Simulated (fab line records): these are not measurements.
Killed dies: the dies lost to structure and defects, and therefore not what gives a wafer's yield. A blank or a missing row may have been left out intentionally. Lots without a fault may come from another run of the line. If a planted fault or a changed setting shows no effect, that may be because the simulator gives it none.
Chamber matching / flow n5_finfet / 4 sister chambers for N5_BEOL_M0_ALD_136 on ald_metal-02
The step deposits TaN, pulse time 2 s, purge time 3 s, co reactant purge time 2 s. 4 wafers are shown with their chamber, then 9 later ones without.

WAFERS WITH THEIR CHAMBER
wafer=L080.1; chamber=3; heater_power_w (W)=411
wafer=L080.4; chamber=2; heater_power_w (W)=440
wafer=L087.4; chamber=0; heater_power_w (W)=419
wafer=L087.5; chamber=1; heater_power_w (W)=385

WAFERS WITH NO CHAMBER GIVEN
wafer=L090.1; heater_power_w (W)=420
wafer=L090.2; heater_power_w (W)=391
wafer=L090.6; heater_power_w (W)=442
wafer=L093.2; heater_power_w (W)=417
wafer=L093.3; heater_power_w (W)=410
wafer=L093.6; heater_power_w (W)=384
wafer=L096.1; heater_power_w (W)=427
wafer=L096.3; heater_power_w (W)=415
wafer=L096.5; heater_power_w (W)=395

CHAMBER TAKEN BY EACH
wafer=L090.1; from the rows above=can't be placed: 0 or 3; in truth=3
wafer=L090.2; from the rows above=1; in truth=1
wafer=L090.6; from the rows above=2; in truth=2
wafer=L093.2; from the rows above=can't be placed: 0 or 3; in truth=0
wafer=L093.3; from the rows above=can't be placed: 3 or 0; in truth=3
wafer=L093.6; from the rows above=1; in truth=1
wafer=L096.1; from the rows above=can't be placed: 0 or 2 or 3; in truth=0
wafer=L096.3; from the rows above=can't be placed: 0 or 3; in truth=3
wafer=L096.5; from the rows above=can't be placed: 1 or 3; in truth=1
Correct placement for 3 of the 9. Not placeable from these rows: 6 (in 6, the candidates include the true chamber). Placed wrongly: 0.
How it was worked out, from the rows above alone: a wafer's distance from a chamber is the root of the sum, over the readings, of the square of ((its reading less the chamber's mean) divided by the reading's scatter). The wafer belongs to the nearest chamber; if the next one is less than 2 further off, it can't be placed. Each chamber's mean is taken over the wafers shown for it. The scatter: root of mean squared gap, hidden wafer to nearest shown wafer, with one shown wafer a chamber.
